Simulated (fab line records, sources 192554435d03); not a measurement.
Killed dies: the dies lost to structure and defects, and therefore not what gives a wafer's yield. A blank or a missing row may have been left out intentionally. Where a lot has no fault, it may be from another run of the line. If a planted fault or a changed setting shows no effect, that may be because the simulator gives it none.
Which of the tools did it?	flow n5-finfet	Sampling: 9 lots, 27 wafers, 8 of 1938 route steps

== WHAT EACH GAUGE READ, for each wafer ==
N5_BEOL_M2_INSPECT_59: inspects for defects (darkfield). Usual: raw-defect-count at 75, with a standard deviation of 24.
lot	measured	on	raw-defect-count	flag
L816	day 7 17:49	defect-inspect-02	64 26 55	
L818	day 8 00:14	defect-inspect-01	78 58 101	
L820	day 9 09:16	defect-inspect-02	113 107 98	
L823	day 9 15:25	defect-inspect-01	60 60 99	
L825	day 10 02:34	defect-inspect-01	56 51 1261	OFF
L827	day 10 17:29	defect-inspect-01	79 1314 45	OFF
L830	day 11 10:58	defect-inspect-02	74 78 100	
L833	day 12 05:18	defect-inspect-02	71 72 84	
L834	day 12 09:44	defect-inspect-01	67 115 103	

N5_BEOL_M3_INSPECT_13: inspects for defects (brightfield). Usual: raw-defect-count at 439, with a standard deviation of 88.
lot	measured	on	raw-defect-count	flag
L816	day 7 18:29	defect-inspect-01	479 470 423	
L818	day 8 01:50	defect-inspect-01	455 300 449	
L820	day 9 11:03	defect-inspect-01	475 531 607	
L823	day 9 16:09	defect-inspect-02	424 520 537	
L825	day 10 05:39	defect-inspect-01	271 412 1572	OFF
L827	day 10 21:23	defect-inspect-01	356 1561 265	OFF
L830	day 11 12:13	defect-inspect-02	426 413 561	
L833	day 12 06:40	defect-inspect-02	466 442 339	
L834	day 12 10:57	defect-inspect-02	400 470 507	

N5_BEOL_M3_INSPECT_30: inspects for defects (brightfield). Usual: raw-defect-count at 440, with a standard deviation of 87.
lot	measured	on	raw-defect-count	flag
L816	day 7 19:49	defect-inspect-02	472 475 411	
L818	day 8 02:42	defect-inspect-02	428 283 412	
L820	day 9 12:04	defect-inspect-01	474 549 617	
L823	day 9 17:11	defect-inspect-02	408 511 523	
L825	day 10 06:38	defect-inspect-02	280 386 1560	OFF
L827	day 10 22:23	defect-inspect-01	356 1537 286	OFF
L830	day 11 13:05	defect-inspect-01	406 417 611	
L833	day 12 09:25	defect-inspect-01	425 408 330	
L834	day 12 12:59	defect-inspect-01	392 460 473	

N5_BEOL_M4_RC_MEAS_101. Usual: DIBL_N 35.9 mV/V, standard deviation 2.5; DIBL_P 36.0 mV/V, standard deviation 3; IOFF_N 0.16 nA/um, standard deviation 0.047; IOFF_P 0.21 nA/um, standard deviation 0.047; ION_N 671 uA/um, standard deviation 14; ION_P 460 uA/um, standard deviation 8.8; SS_N 71.5 mV/dec, standard deviation 0.73; SS_P 73.2 mV/dec, standard deviation 0.91; VT_N 250 mV, standard deviation 4.3; VT_P -251 mV, standard deviation 3.6.
lot	measured	on	DIBL_N (mV/V)	DIBL_P (mV/V)	IOFF_N (nA/um)	IOFF_P (nA/um)	ION_N (uA/um)	ION_P (uA/um)	SS_N (mV/dec)	SS_P (mV/dec)	VT_N (mV)	VT_P (mV)	flag
L816	day 8 17:10	prober-02	37.0 35.6 33.9	37.4 35.8 33.4	0.17 0.15 0.11	0.22 0.20 0.16	679 682 653	462 463 451	72.2 72.4 71.4	73.4 72.9 72.3	250 249 256	-252 -251 -253	
L818	day 8 23:23	prober-02	37.6 40.0 34.1	35.2 40.5 33.2	0.16 0.24 0.12	0.20 0.31 0.17	657 689 648	450 466 447	72.0 72.2 70.2	73.0 74.5 72.8	254 243 254	-249 -243 -254	
L820	day 10 01:07	prober-01	37.0 36.8 38.2	35.8 35.4 36.5	0.16 0.15 0.17	0.21 0.19 0.21	681 667 674	465 454 457	71.8 71.2 72.0	74.2 73.2 73.9	251 251 247	-250 -254 -252	
L823	day 10 09:23	prober-01	33.4 33.2 34.1	35.1 34.9 36.0	0.13 0.14 0.15	0.19 0.20 0.22	667 674 675	470 464 470	71.4 71.3 71.1	72.7 73.4 73.8	248 250 250	-248 -248 -244	
L825	day 11 07:16	prober-02	39.5 32.7 34.8	42.5 34.3 35.9	0.25 0.12 0.14	0.28 0.16 0.18	685 655 656	468 451 448	71.5 70.2 70.5	74.9 72.8 73.0	242 251 251	-246 -254 -255	
L827	day 11 18:04	prober-01	36.1 33.1 34.8	35.7 33.1 34.8	0.15 0.10 0.12	0.22 0.18 0.20	662 661 664	457 463 469	72.0 71.2 71.0	73.1 72.2 72.6	251 255 250	-249 -250 -250	
L830	day 12 10:28	prober-02	39.7 38.5 34.5	41.2 39.9 35.4	0.27 0.25 0.15	0.32 0.29 0.23	703 690 681	470 471 467	73.1 72.2 71.6	74.6 75.1 73.0	241 244 248	-245 -245 -249	
L833	day 13 03:22	prober-01	35.8 38.1 35.3	35.4 37.6 34.9	0.17 0.18 0.15	0.22 0.23 0.22	684 678 655	471 467 456	71.1 72.0 71.4	73.1 73.7 73.0	249 250 251	-247 -249 -249	
L834	day 13 12:14	prober-02	35.0 34.7 32.9	35.1 34.8 32.7	0.13 0.15 0.10	0.19 0.19 0.16	655 681 656	452 468 455	71.1 71.2 71.0	72.8 73.5 72.0	255 251 259	-252 -250 -254	

== WHAT TOOL EACH LOT RAN ON (gives the tool, then ch and the chambers of the sampled wafers, and finally the start) ==
lot	N5_BEOL_M2_ANNEAL_89	N5_BEOL_M2_CMP_52	N5_BEOL_M2_PRE_CLEAN_60	N5_BEOL_M3_PECVD_72
L816	pvd-sputter-02, day 7 15:56	cmp-01 ch 0,3, day 7 17:14	cvd-co-01 ch 1,2, day 7 17:34	pecvd-03 ch 0,1,2, day 7 17:57
L818	pvd-sputter-03, day 7 22:16	cmp-03 ch 0,1,2, day 7 23:40	cvd-co-02 ch 1,2, day 7 23:59	pecvd-02 ch 0,2, day 8 00:23
L820	pvd-sputter-01, day 9 07:22	cmp-03 ch 0,3, day 9 08:40	cvd-co-01 ch 0,1,2, day 9 09:00	pecvd-03 ch 0,1, day 9 09:25
L823	pvd-sputter-02, day 9 13:07	cmp-01 ch 1,3, day 9 14:45	cvd-co-01 ch 0,2, day 9 15:03	pecvd-02 ch 0,1,2, day 9 15:33
L825	pvd-sputter-02, day 10 00:37	cmp-03 ch 0,2,3, day 10 01:59	cvd-co-02 ch 0,1,2, day 10 02:17	pecvd-02 ch 0,1,2, day 10 02:42
L827	pvd-sputter-01, day 10 15:20	cmp-03 ch 1,2, day 10 16:54	cvd-co-01 ch 0,1,2, day 10 17:14	pecvd-01 ch 0,1,2, day 10 17:37
L830	pvd-sputter-03, day 11 09:04	cmp-02 ch 0,2, day 11 10:25	cvd-co-01 ch 1,2, day 11 10:43	pecvd-01 ch 1,2, day 11 11:06
L833	pvd-sputter-03, day 12 03:22	cmp-01 ch 0,1,3, day 12 04:42	cvd-co-02 ch 0,2, day 12 05:02	pecvd-02 ch 0,2, day 12 05:28
L834	pvd-sputter-03, day 12 07:51	cmp-02 ch 0,3, day 12 09:08	cvd-co-02 ch 0,1,2, day 12 09:28	pecvd-02 ch 0,2, day 12 10:08
- N5_BEOL_M2_ANNEAL_89: time 240 s.
- N5_BEOL_M2_CMP_52: polishes, stops on SiOC, t overpolish 6.8 s, target thk 40 nm.
- N5_BEOL_M2_PRE_CLEAN_60: time 15 s.
- N5_BEOL_M3_PECVD_72: deposits SiO2 from TEOS/O2, target thk 16 nm, time 18 s.

== WHAT THE TOOLS THEMSELVES READ (means of the sampled wafers that have a number; where no wafer has one, the mark that the record gives instead) ==
N5_BEOL_M2_ANNEAL_89. Usual: heater-power-w at 831 W, with a standard deviation of 41.
lot	tool	heater-power-w (W)	flag
L816	pvd-sputter-02	817	
L818	pvd-sputter-03	858	
L820	pvd-sputter-01	832	
L823	pvd-sputter-02	861	
L825	pvd-sputter-02	815	
L827	pvd-sputter-01	817	
L830	pvd-sputter-03	844	
L833	pvd-sputter-03	863	
L834	pvd-sputter-03	872	

N5_BEOL_M2_CMP_52. Usual: barrier-field-endpoint-s 24.5 s, standard deviation 0.89; clearing-platen-rpm 49.999 rpm, standard deviation 0.026; motor-current-A 6.2 A, standard deviation 0.63; overpolish-run-s 6.800 s, standard deviation 0.01; time-to-endpoint-s 62 s, standard deviation 5.6.
lot	tool	barrier-field-endpoint-s (s)	clearing-platen-rpm (rpm)	motor-current-A (A)	overpolish-run-s (s)	time-to-endpoint-s (s)	flag
L816	cmp-01	25.7	50.007	6.1	6.792	71	
L818	cmp-03	23.7	49.998	5.6	6.794	57	
L820	cmp-03	23.8	49.989	6.1	6.802	61	
L823	cmp-01	25.5	50.000	6.4	6.794	66	
L825	cmp-03	24.3	50.019	6.0	6.795	59	
L827	cmp-03	23.6	50.018	5.4	6.807	54	
L830	cmp-02	23.8	49.996	5.6	6.803	59	
L833	cmp-01	24.7	49.973	6.4	6.808	67	
L834	cmp-02	25.3	50.023	5.8	6.790	65	

N5_BEOL_M2_PRE_CLEAN_60. Usual: heater-power-w at 93 W, with a standard deviation of 18.
lot	tool	heater-power-w (W)	flag
L816	cvd-co-01	85	
L818	cvd-co-02	101	
L820	cvd-co-01	89	
L823	cvd-co-01	71	
L825	cvd-co-02	102	
L827	cvd-co-01	90	
L830	cvd-co-01	87	
L833	cvd-co-02	101	
L834	cvd-co-02	99	

N5_BEOL_M3_PECVD_72. Usual: heater-power-w 701 W, standard deviation 98; showerhead-plenum-p-Torr 8.80 Torr, standard deviation 0.074; throttle-valve-pct 23.0 %, standard deviation 1.2.
lot	tool	heater-power-w (W)	showerhead-plenum-p-Torr (Torr)	throttle-valve-pct (%)	flag
L816	pecvd-03	620	8.80	22.9	
L818	pecvd-02	682	8.72	22.1	
L820	pecvd-03	709	8.80	22.9	
L823	pecvd-02	758	8.72	22.6	
L825	pecvd-02	726	8.73	22.3	
L827	pecvd-01	755	8.86	23.5	
L830	pecvd-01	649	8.85	23.3	
L833	pecvd-02	671	8.73	22.4	
L834	pecvd-02	653	8.70	21.6	

== THE ANSWER, worked out from the rows above alone ==
Rule: lot off if the mean of its wafers having a number is beyond 3 standard deviations from the usual mean. A lot without any number at a reading at which 4 lots or more have one is off too. Any other lot the step has rows for is counted as sound. Order of review: gauges by route order, followed by the tools' own readings, for which a lot's mean as printed above is used. At the first step where some lot is off, the reading lying furthest off is the one used; lots without a number count as furthest.
Off, at N5_BEOL_M2_INSPECT_59 on raw-defect-count: L825, L827.
A tool fits if, at a process step before that reading, it ran every lot that is off, and no sound lot after the first of them. Gauges at N5_BEOL_M2_INSPECT_59: tried the same way as those tools. One fits: N5_BEOL_M2_CMP_52 on cmp-03. A fault onset in the window from L820 (day 9 08:40, its last sound lot) to L825 (day 10 01:59, its first lot off) fits.

== WHAT WAS PUT IN BY THE SIMULATOR ==
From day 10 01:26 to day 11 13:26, cmp-03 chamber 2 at N5_BEOL_M2_CMP_52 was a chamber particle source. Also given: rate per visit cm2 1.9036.
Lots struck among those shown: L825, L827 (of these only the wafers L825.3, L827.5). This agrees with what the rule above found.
